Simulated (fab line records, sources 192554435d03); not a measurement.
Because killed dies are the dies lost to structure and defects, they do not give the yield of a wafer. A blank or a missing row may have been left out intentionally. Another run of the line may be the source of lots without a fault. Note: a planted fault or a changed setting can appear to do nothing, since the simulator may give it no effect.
fab line records | flow n5_finfet
record: lots: 7 wafers: 19 last_day: 18
route steps=1938 shown SD_EPI_P@300 BEOL_M4@1111
lots that met no fault: from a run of the same line without faults
start_h: start of the lot's first displayed wafer, in hours after the record's first day | wait_h: hours from the lot's prior step to this one | " the same as in the row above | L1.1+2: one row covering several wafers at once | - no value, or no start was given | * or withheld: withheld | < > ~ a bound
route shown NAME@n: NAME is a module with steps in the file, n the number in the route of the first one | usual: mean/standard deviation of fault-free wafers | same: alike in all rows | chamber/n: place in a boat | sites: each site's reading | _std_site: standard deviation across them | _edge_site: the outer-site mean with the inner-site mean subtracted | radius_mm: how far each site lies from the wafer's centre | mask NAME#n: copy n | behind: the last tool/chamber to shape the wafer | hold: cause of the lot's hold/its duration in hours/its outcome | device: the transistor (n, p or np) that didn't switch | end of line: tests of these same wafers at the route's end | a step without rows: its recipe alone | killed: at the first sort, the dies lost to defects and structure; wafer yield is something else | map: per-die view of a wafer (x killed, . not killed, _ where there is no die)
set.NAME: the setting as run; set.NAME@STEP: as run at that earlier step | model.NAME: the simulator's own value behind a step, which no gauge read
certain route steps with their lots: each step a table, each wafer a row
services: from which hour (start_h, from the record's first day; less than 0 if before it) a tool's chamber was out of use, for how many hours, and why
== steps ==
step: N5_SD_EPI_P_EXPOSE_06
recipe: mask_id: SD_P_BLK na: 1.35 source_shape: conventional sigma_outer: 0.8 polarization: unpolarized target_cd_nm: 240 dose_mj: 39.5
step: N5_SD_EPI_P_PEB_07
recipe: peb_temp_c: 110 peb_time_s: 60 resist: CAR-ArF-block
step: N5_SD_EPI_P_DEVELOP_08
recipe: develop_time_s: 30 developer: TMAH resist: CAR-ArF-block dev_temp_c: 23 rinse_liquid: diw dry: air_spin
step: N5_SD_EPI_P_CD_MEAS_09
recipe: target_cd_nm: 240 landing_energy_ev: 500 detector: se_inlens
usual: cd_nm: 240.2/0.62
columns lot.wafer tool chamber start_h wait_h cd_nm
L931.4 cd_sem-02 0 52.15 - 240.5
L931.5 " 0 " " 239.9
L931.6 " 0 " " 239.8
L938.2 cd_sem-03 0 96.41 - 240.0
L938.3 " 0 " " 239.0
L938.5 " 0 " " 240.1
L939.2 cd_sem-02 0 99.59 - 241.1
L939.3 " 0 " " 240.8
L939.6 " 0 " " 240.6
L943.2 cd_sem-02 0 126.09 - 240.0
L943.3 " 0 " " 239.8
L944.2 cd_sem-03 0 132.00 - 239.1
L944.3 " 0 " " 239.8
L950.1 cd_sem-01 0 170.66 - 239.8
L950.2 " 0 " " 240.7
L950.5 " 0 " " 240.5
L952.1 cd_sem-02 0 180.02 - 241.0
L952.4 " 0 " " 240.9
L952.5 " 0 " " 241.0
step: N5_SD_EPI_P_OVL_MEAS_10
recipe: points_per_wafer: 44
usual: SD_P_BLK_OVL: 0.4/0.75
columns lot.wafer tool chamber start_h wait_h SD_P_BLK_OVL[nm]
L931.4 overlay-01 0 52.18 0.0 -0.1
L931.5 " 0 " " 0.4
L931.6 " 0 " " 1.1
L938.2 overlay-02 0 96.44 0.0 0.9
L938.3 " 0 " " 0.6
L938.5 " 0 " " 0.5
L939.2 overlay-02 0 99.62 0.0 0.7
L939.3 " 0 " " -0.6
L939.6 " 0 " " 1.1
L943.2 overlay-01 0 126.12 0.0 2.0
L943.3 " 0 " " 1.4
L944.2 overlay-02 0 132.03 0.0 -0.4
L944.3 " 0 " " -0.1
L950.1 overlay-01 0 170.69 0.0 0.5
L950.2 " 0 " " 0.1
L950.5 " 0 " " 0.0
L952.1 overlay-02 0 180.05 0.0 1.5
L952.4 " 0 " " 0.6
L952.5 " 0 " " 0.6
step: N5_SD_EPI_P_INSPECT_11
recipe: mode: adi inspect_instrument: macro
usual: raw_defect_count: 2.3/1.4
columns lot.wafer tool chamber start_h wait_h raw_defect_count
L931.4 defect_inspect-02 - 52.21 0.0 3
L931.5 " - " " 3
L931.6 " - " " 3
L938.2 defect_inspect-01 - 96.46 0.0 2
L938.3 " - " " 1
L938.5 " - " " 1
L939.2 defect_inspect-02 - 99.65 0.0 6
L939.3 " - " " 3
L939.6 " - " " 2
L943.2 defect_inspect-02 - 126.14 0.0 3
L943.3 " - " " 1
L944.2 defect_inspect-01 - 132.05 0.0 3
L944.3 " - " " 3
L950.1 defect_inspect-02 - 170.71 0.0 2
L950.2 " - " " 5
L950.5 " - " " 4
L952.1 defect_inspect-01 - 180.07 0.0 3
L952.4 " - " " 1
L952.5 " - " " 2
step: N5_SD_EPI_P_DESCUM_14
recipe: chemistry: O2 time_s: 7.9 source_power_w: 50 bias_power_w: 20 pressure_mtorr: 20 rf_frequency_hz: 2.712e+07 temp_c: 40 resist: CAR-ArF-block o2_flow_sccm: 225
usual: drypump_motor_current_A: 5.7/0.35 oes_product_au: 0.79/0.079 rf_fwd_power_W: 49.38/0.24 rf_vpp_V: 243.1/1.5 showerhead_plenum_p_Torr: 2.09/0.084 temp_c: 40.00/0.11 throttle_valve_pct: 20.47/0.24
columns lot.wafer tool chamber start_h wait_h drypump_motor_current_A oes_product_au rf_fwd_power_W rf_hours_counter_h rf_vpp_V showerhead_plenum_p_Torr temp_c throttle_valve_pct
L931.4 rie_diel-06 3 52.24 0.0 5.3 0.70 49.35 228 242.9 1.98 39.91 20.29
L931.5 " 0 " " 5.7 0.85 49.30 - 244.6 2.20 39.89 20.40
L931.6 " 1 " " 5.9 0.80 49.58 - 240.6 1.96 40.08 20.87
L938.2 rie_diel-05 3 96.50 0.0 5.6 0.68 49.25 247 242.6 2.05 40.05 20.52
L938.3 " 1 " " 5.2 0.98 49.61 0 242.9 2.05 39.95 20.29
L938.5 " 1 " " 5.2 0.98 49.78 - 242.4 2.05 40.04 20.29
L939.2 rie_diel-05 0 99.68 0.0 6.1 0.75 49.29 139 241.1 2.09 39.96 20.33
L939.3 " 1 " " 5.2 0.96 49.43 1 243.0 2.05 39.93 20.28
L939.6 " 3 " " 5.6 0.68 49.58 - 243.6 2.05 39.91 20.52
L943.2 rie_diel-05 1 126.17 0.0 5.2 0.93 49.50 11 242.5 2.05 40.27 20.30
L943.3 " 0 " " 6.1 0.74 49.84 149 243.7 2.09 39.95 20.33
L944.2 rie_diel-05 3 132.27 0.2 5.5 1.00 49.18 1 244.6 2.05 39.77 20.19
L944.3 " 0 " " 6.1 0.75 49.64 150 243.9 2.09 39.86 20.35
L950.1 rie_diel-02 2 170.75 0.0 5.5 0.78 49.27 107 241.0 2.02 40.04 20.33
L950.2 " 3 " " 5.5 0.76 49.60 156 243.0 2.09 39.88 20.51
L950.5 " 2 " " 5.5 0.77 49.49 - 241.5 2.02 39.91 20.32
L952.1 rie_diel-02 2 180.11 0.0 5.5 0.78 49.03 110 243.2 2.02 40.15 20.32
L952.4 " 0 " " 5.4 0.70 49.63 238 245.4 2.15 39.85 20.43
L952.5 " 0 " " 5.4 0.70 49.31 - 242.5 2.15 40.09 20.43
step: N5_SD_EPI_P_ETCH_36
recipe: chemistry: CF4 target: SiARC target_depth_a: 455 mask_material: CAR-ArF-block time_s: 75.8 ion_energy_ev: 80 pressure_mtorr: 40 source_w: 545 bias_w: 36 Ar_flow_sccm: 100 cf4_flow_sccm: 100 ends: cleared
usual: cf4_flow_sccm: 99.98/0.28 drypump_motor_current_A: 5.7/0.34 etch_rf_on_time_s: 75.2/1 oes_product_au: 0.68/0.067 rf_fwd_power_W: 539.3/2.1 rf_vpp_V: 184.1/1.4 showerhead_plenum_p_Torr: 2.14/0.083 throttle_valve_pct: 15.66/0.2
columns lot.wafer tool chamber start_h wait_h cf4_flow_sccm drypump_motor_current_A etch_rf_on_time_s oes_product_au rf_fwd_power_W rf_hours_counter_h rf_vpp_V showerhead_plenum_p_Torr throttle_valve_pct
L931.4 rie_diel-06 3 52.27 0.0 100.10 5.3 77.2 0.59 536.5 228 181.5 2.04 15.62
L931.5 " 0 " " 100.21 5.7 75.6 0.73 539.1 - 186.8 2.26 15.56
L931.6 " 1 " " 100.32 5.9 73.4 0.69 542.5 - 181.0 2.00 15.94
L938.2 rie_diel-05 3 96.53 0.0 99.98 5.5 76.5 0.59 538.8 247 183.4 2.12 15.84
L938.3 " 1 " " 100.25 5.2 74.4 0.84 541.4 0 182.5 2.11 15.48
L938.5 " 1 " " 100.42 5.2 74.7 0.83 540.5 - 184.0 2.11 15.46
L939.2 rie_diel-05 0 99.72 0.0 100.04 6.2 74.1 0.64 540.4 139 184.2 2.15 15.60
L939.3 " 1 " " 99.37 5.2 73.3 0.83 541.3 1 184.0 2.11 15.47
L939.6 " 3 " " 99.80 5.5 75.5 0.58 541.5 - 183.3 2.12 15.81
L943.2 rie_diel-05 1 126.21 0.0 99.87 5.2 74.7 0.79 539.7 11 183.5 2.11 15.48
L943.3 " 0 " " 100.48 6.2 74.8 0.63 536.8 149 184.2 2.15 15.62
L944.2 rie_diel-05 3 132.30 0.0 100.39 5.6 74.0 0.86 541.6 1 182.6 2.11 15.34
L944.3 " 0 " " 99.76 6.1 74.6 0.63 541.3 150 183.8 2.15 15.62
L950.1 rie_diel-02 2 170.78 0.0 100.09 5.5 75.5 0.66 541.1 107 184.2 2.07 15.48
L950.2 " 3 " " 100.07 5.5 77.0 0.64 541.2 156 186.1 2.14 15.73
L950.5 " 2 " " 100.42 5.5 75.0 0.68 538.8 - 183.1 2.07 15.49
L952.1 rie_diel-02 2 180.14 0.0 100.07 5.5 76.8 0.67 541.3 110 183.5 2.07 15.46
L952.4 " 0 " " 99.85 5.4 76.9 0.59 543.6 238 184.3 2.20 15.70
L952.5 " 0 " " 99.57 5.4 76.6 0.60 544.8 - 185.5 2.19 15.68
step: N5_SD_EPI_P_ETCH_37
recipe: chemistry: N2/H2 target: SOC overetch_a: 1080 mask_material: SiARC temp_c: 40 ion_energy_ev: 100 source_w: 3000 bias_w: 133 pressure_mtorr: 20 time_s: 486 n2_flow_sccm: 200 h2_flow_sccm: 200 ends: end_point
usual: drypump_motor_current_A: 5.7/0.35 oes_product_au: 0.71/0.067 rf_fwd_power_W: 2995/9.4 rf_vpp_V: 240.7/1.7 showerhead_plenum_p_Torr: 2.54/0.11 temp_c: 39.98/0.12 throttle_valve_pct: 23.84/0.3
columns lot.wafer tool chamber start_h wait_h drypump_motor_current_A oes_product_au rf_fwd_power_W rf_hours_counter_h rf_vpp_V showerhead_plenum_p_Torr temp_c throttle_valve_pct
L931.4 rie_diel-06 3 52.33 0.0 5.3 0.63 3005 228 238.6 2.39 40.12 23.51
L931.5 " 0 " " 5.7 0.77 2993 - 242.1 2.69 39.95 23.99
L931.6 " 1 " " 5.9 0.71 3001 - 237.3 2.36 40.06 24.08
L938.2 rie_diel-05 3 96.59 0.0 5.6 0.62 2989 247 240.7 2.50 40.01 24.19
L938.3 " 1 " " 5.2 0.86 3016 0 240.6 2.49 39.86 23.67
L938.5 " 1 " " 5.2 0.88 3001 - 239.9 2.49 39.77 23.67
L939.2 rie_diel-05 0 99.77 0.0 6.2 0.66 2989 139 242.0 2.54 39.92 23.83
L939.3 " 1 " " 5.2 0.85 3002 1 241.6 2.49 39.92 23.67
L939.6 " 3 " " 5.6 0.62 3003 - 239.8 2.50 39.87 24.19
L943.2 rie_diel-05 1 126.26 0.0 5.2 0.81 3006 11 239.1 2.49 39.86 23.66
L943.3 " 0 " " 6.1 0.66 3000 149 239.0 2.54 40.06 23.84
L944.2 rie_diel-05 3 132.36 0.0 5.6 0.89 2982 1 241.4 2.50 40.01 23.92
L944.3 " 0 " " 6.2 0.66 3001 150 241.9 2.54 39.96 23.86
L950.1 rie_diel-02 2 170.84 0.0 5.5 0.70 2978 108 240.1 2.45 39.82 23.47
L950.2 " 3 " " 5.5 0.68 3001 156 241.5 2.53 39.81 23.89
L950.5 " 2 " " 5.5 0.70 2987 - 240.7 2.45 39.88 23.48
L952.1 rie_diel-02 2 180.20 0.0 5.5 0.70 2988 110 238.1 2.45 40.04 23.48
L952.4 " 0 " " 5.4 0.63 2986 238 241.0 2.60 39.92 23.79
L952.5 " 0 " " 5.4 0.63 2994 - 242.0 2.60 39.93 23.81
step: N5_SD_EPI_P_STRIP_38
recipe: chemistry: N2/H2 temp_c: 40 n2_flow_sccm: 200 h2_flow_sccm: 200 rf_frequency_hz: 6e+07
step: N5_SD_EPI_P_ETCHBACK_46
recipe: chemistry: CH3F/O2 mode: anisotropic_etchback target: SiNx target_depth_a: 175 stop_on: SiO2 over_etch_frac: 0.3 ion_energy_ev: 120 pressure_mtorr: 30 source_w: 395 bias_w: 73 Ar_flow_sccm: 150 CH3F_flow_sccm: 30 O2_flow_sccm: 20
usual: drypump_motor_current_A: 5.7/0.35 oes_product_au: 0.67/0.063 rf_fwd_power_W: 393.3/1.3 rf_vpp_V: 296.7/2.6 showerhead_plenum_p_Torr: 2.00/0.081 throttle_valve_pct: 16.39/0.2
columns lot.wafer tool chamber start_h wait_h drypump_motor_current_A oes_product_au rf_fwd_power_W rf_hours_counter_h rf_vpp_V showerhead_plenum_p_Torr throttle_valve_pct
L931.4 rie_diel-06 3 52.65 0.0 5.3 0.60 395.0 228 295.1 1.89 16.31
L931.5 " 0 " " 5.7 0.73 393.7 - 296.0 2.11 16.30
L931.6 " 1 " " 5.9 0.68 393.7 - 300.2 1.86 16.67
L938.2 rie_diel-05 3 96.91 0.0 5.6 0.59 395.7 247 298.4 1.98 16.57
L938.3 " 1 " " 5.2 0.83 393.3 0 291.3 1.97 16.20
L938.5 " 1 " " 5.2 0.82 393.9 - 292.2 1.97 16.22
L939.2 rie_diel-05 0 100.10 0.0 6.2 0.63 393.9 139 297.3 2.01 16.34
L939.3 " 1 " " 5.2 0.82 393.1 1 292.1 1.97 16.20
L939.6 " 3 " " 5.5 0.59 391.8 - 296.7 1.98 16.55
L943.2 rie_diel-05 1 126.59 0.0 5.2 0.79 394.6 11 292.8 1.96 16.23
L943.3 " 0 " " 6.1 0.63 393.3 149 297.4 2.01 16.36
L944.2 rie_diel-05 3 132.68 0.0 5.6 0.84 392.4 1 297.2 1.97 16.12
L944.3 " 0 " " 6.1 0.62 394.7 150 297.0 2.01 16.35
L950.1 rie_diel-02 2 171.16 0.0 5.5 0.66 393.5 108 295.1 1.93 16.23
L950.2 " 3 " " 5.5 0.65 392.1 156 300.4 1.99 16.44
L950.5 " 2 " " 5.5 0.67 392.4 - 294.9 1.93 16.23
L952.1 rie_diel-02 2 180.52 0.0 5.5 0.67 393.0 110 295.1 1.93 16.24
L952.4 " 0 " " 5.4 0.60 392.7 238 297.8 2.05 16.40
L952.5 " 0 " " 5.4 0.60 395.1 - 297.4 2.05 16.40
step: N5_SD_EPI_P_ETCH_47
recipe: chemistry: CH3F/O2 target: SiOCN target_depth_a: 250 mask_material: SOC ion_energy_ev: 60 bias_w: 29 pressure_mtorr: 30 source_w: 410 Ar_flow_sccm: 150 CH3F_flow_sccm: 30 O2_flow_sccm: 20
usual: drypump_motor_current_A: 5.7/0.35 oes_product_au: 0.79/0.078 rf_fwd_power_W: 408.2/1.2 rf_vpp_V: 127.3/1.3 showerhead_plenum_p_Torr: 2.00/0.081 throttle_valve_pct: 16.37/0.2
columns lot.wafer tool chamber start_h wait_h drypump_motor_current_A oes_product_au rf_fwd_power_W rf_hours_counter_h rf_vpp_V showerhead_plenum_p_Torr throttle_valve_pct
L931.4 rie_diel-06 3 52.75 0.1 5.3 0.70 407.1 228 127.1 1.89 16.29
L931.5 " 0 " " 5.7 0.85 407.3 - 127.4 2.11 16.28
L931.6 " 1 " " 5.9 0.80 410.6 - 127.0 1.86 16.65
L938.2 rie_diel-05 3 97.01 0.1 5.6 0.68 407.0 247 128.2 1.98 16.54
L938.3 " 1 " " 5.2 0.97 408.5 1 125.7 1.97 16.19
L938.5 " 1 " " 5.2 0.96 408.0 - 124.8 1.97 16.18
L939.2 rie_diel-05 0 100.20 0.1 6.1 0.75 410.4 139 127.7 2.01 16.31
L939.3 " 1 " " 5.2 0.96 410.1 1 126.4 1.97 16.17
L939.6 " 3 " " 5.5 0.69 408.4 - 127.8 1.98 16.55
L943.2 rie_diel-05 1 126.69 0.1 5.2 0.91 407.0 11 127.2 1.96 16.22
L943.3 " 0 " " 6.1 0.74 408.7 149 128.7 2.01 16.34
L944.2 rie_diel-05 3 132.78 0.1 5.6 1.00 407.2 1 128.8 1.97 16.09
L944.3 " 0 " " 6.2 0.75 407.3 150 127.5 2.01 16.34
L950.1 rie_diel-02 2 171.26 0.1 5.5 0.78 407.7 108 126.9 1.93 16.24
L950.2 " 3 " " 5.5 0.75 409.7 156 129.2 1.99 16.40
L950.5 " 2 " " 5.5 0.78 408.7 - 126.0 1.93 16.21
L952.1 rie_diel-02 2 180.62 0.1 5.5 0.78 406.8 110 125.8 1.93 16.22
L952.4 " 0 " " 5.4 0.69 407.8 238 128.0 2.05 16.38
L952.5 " 0 " " 5.4 0.70 407.6 - 125.7 2.05 16.41
step: N5_SD_EPI_P_ETCH_16
recipe: chemistry: CHF3/O2 target: SiO2 target_depth_a: 50 mask_material: SOC pressure_mtorr: 30 source_w: 650 bias_w: 170 Ar_flow_sccm: 200 CHF3_flow_sccm: 50 O2_flow_sccm: 5 ion_energy_ev: 200
usual: drypump_motor_current_A: 5.7/0.35 oes_product_au: 0.79/0.078 rf_fwd_power_W: 642.7/2.8 rf_vpp_V: 523/4.2 showerhead_plenum_p_Torr: 2.41/0.095 throttle_valve_pct: 18.94/0.2
columns lot.wafer tool chamber start_h wait_h drypump_motor_current_A oes_product_au rf_fwd_power_W rf_hours_counter_h rf_vpp_V showerhead_plenum_p_Torr throttle_valve_pct model.etch.depth_nm
L931.4 rie_diel-06 3 52.85 0.1 5.3 0.70 642.1 228 520 2.29 18.80 4.849
L931.5 " 0 " " 5.8 0.85 639.2 - 524 2.54 18.88 5.023
L931.6 " 1 " " 5.9 0.81 642.4 - 527 2.24 19.22 5.095
L938.2 rie_diel-05 3 97.11 0.1 5.5 0.69 640.4 247 525 2.38 19.09 4.952
L938.3 " 1 " " 5.2 0.97 645.0 1 514 2.37 18.79 5.018
L938.5 " 1 " " 5.2 0.97 640.7 - 515 2.37 18.79 5.021
L939.2 rie_diel-05 0 100.30 0.1 6.2 0.75 645.3 139 524 2.42 18.89 5.114
L939.3 " 1 " " 5.2 0.89 644.1 1 515 2.37 18.78 4.487
L939.6 " 3 " " 5.6 0.63 638.4 - 524 2.38 19.10 4.339
L943.2 rie_diel-05 1 126.79 0.1 5.2 0.92 645.0 11 515 2.37 18.81 5.058
L943.3 " 0 " " 6.2 0.68 646.4 149 523 2.42 18.88 4.359
L944.2 rie_diel-05 3 132.88 0.1 5.6 1.00 641.0 1 525 2.38 18.72 5.079
L944.3 " 0 " " 6.2 0.68 645.9 150 525 2.42 18.90 4.429
L950.1 rie_diel-02 2 171.36 0.1 5.5 0.78 640.5 108 522 2.33 18.78 5.022
L950.2 " 3 " " 5.5 0.76 641.6 156 530 2.40 18.96 4.942
L950.5 " 2 " " 5.5 0.78 642.4 - 520 2.33 18.80 4.973
L952.1 rie_diel-02 2 180.72 0.1 5.5 0.77 641.4 110 523 2.33 18.78 4.949
L952.4 " 0 " " 5.4 0.70 645.5 238 523 2.47 18.92 4.908
L952.5 " 0 " " 5.4 0.70 644.6 - 521 2.47 18.91 4.914
step: N5_SD_EPI_P_STRIP_50
recipe: chemistry: CHF3/O2 resist: SiARC rf_frequency_hz: 6e+07
step: N5_BEOL_M4_RC_MEAS_101
usual: DIBL_N: 36.3/1.6 DIBL_P: 36.5/1.6 IOFF_N: 0.163/0.026 IOFF_P: 0.22/0.033 ION_N: 676/9.9 ION_P: 464/6.5 SS_N: 71.5/0.5 SS_P: 73.3/0.64 VT_N: 249.3/2.9 VT_P: -250/3.2
columns lot.wafer tool chamber start_h wait_h DIBL_N[mV/V] DIBL_P[mV/V] IOFF_N[nA/um] IOFF_P[nA/um] ION_N[uA/um] ION_P[uA/um] SS_N[mV/dec] SS_P[mV/dec] VT_N[mV] VT_P[mV]
L931.4 prober-02 0 178.81 0.5 34.6 35.4 0.146 0.17 662 454 72.0 73.3 251.9 -253
L931.5 " 0 " " 35.1 36.8 0.163 0.19 685 469 71.6 73.5 250.4 -252
L931.6 " 0 " " 37.1 38.0 0.192 0.22 679 463 72.2 73.5 249.4 -252
L938.2 prober-01 0 225.02 0.5 37.6 37.2 0.177 0.27 676 470 71.9 73.7 249.2 -244
L938.3 " 0 " " 38.8 38.8 0.200 0.31 682 468 72.0 73.7 247.6 -244
L938.5 " 0 " " 37.2 36.7 0.164 0.27 666 466 72.2 73.2 250.9 -244
L939.2 prober-01 0 235.26 0.2 36.2 37.9 0.166 0.22 676 458 72.0 73.1 248.0 -248
L939.3 " 0 " " 32.9 33.1 0.108 0.15 653 453 70.8 71.0 254.9 -253
L939.6 " 0 " " 34.8 35.3 0.141 0.17 670 456 70.8 72.5 248.7 -254
L943.2 prober-01 0 260.99 0.2 35.4 34.1 0.133 0.18 672 458 71.2 73.2 250.0 -254
L943.3 " 0 " " 36.5 35.3 0.158 0.20 678 459 70.6 72.9 247.9 -253
L944.2 prober-02 0 262.50 0.2 35.2 36.6 0.145 0.20 675 464 71.0 72.1 250.5 -250
L944.3 " 0 " " 34.6 35.7 0.129 0.19 658 457 71.6 72.6 253.8 -253
L950.1 prober-01 0 307.17 0.0 35.5 36.1 0.146 0.24 666 465 71.4 73.5 250.9 -246
L950.2 " 0 " " 34.7 35.0 0.142 0.22 670 472 71.2 72.6 253.0 -246
L950.5 " 0 " " 33.1 33.0 0.111 0.19 663 466 71.0 72.3 256.7 -250
L952.1 prober-01 0 309.23 0.0 35.3 35.1 0.138 0.19 666 459 70.7 73.3 252.5 -253
L952.4 " 0 " " 35.9 36.4 0.150 0.21 681 466 71.1 73.1 249.6 -251
L952.5 " 0 " " 37.2 37.8 0.168 0.23 678 461 71.6 74.1 251.5 -251
== services ==
columns tool chamber start_h hours kind
rie_diel-02 1 36.31 3.8 repair
rie_diel-02 - 56.32 2.8 pm
rie_diel-05 0 56.42 14.8 repair
rie_diel-05 1 74.20 - clean
rie_diel-05 1 74.20 - consumable_replace:focus_ring
rie_diel-05 1 74.20 19.4 scheduled_down
rie_diel-05 1 74.20 19.4 vent_cycle
rie_diel-05 3 106.00 - clean
rie_diel-05 3 106.00 - consumable_replace:focus_ring
rie_diel-05 3 106.00 22.3 scheduled_down
rie_diel-05 3 106.00 22.3 vent_cycle
rie_diel-06 3 106.80 1.2 repair
rie_diel-06 - 110.12 0.7 repair
rie_diel-06 0 151.75 8.8 repair
rie_diel-06 3 160.69 - clean
rie_diel-06 3 160.69 - consumable_replace:focus_ring
rie_diel-06 3 160.69 - consumable_replace:showerhead
rie_diel-06 3 160.69 18.1 scheduled_down
rie_diel-06 3 160.69 18.1 vent_cycle
== key ==
first_sign none at tools or gauges
model_effect: step: N5_SD_EPI_P_ETCH_16 value: etch.depth_nm without: 5.057 struck: 4.403
met_at N5_SD_EPI_P_ETCH_16
struck_wafers L939.3,L939.6,L943.3,L944.3
onset_between 97.11 100.30
fault: kind: process_parameter_drift tool: rie_diel-05 chamber: - onset_h: 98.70 steps: N5_SD_EPI_P_ETCH_16 channel: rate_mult offset: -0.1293 shape: step end_h: 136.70 scope: struck_wafers_only
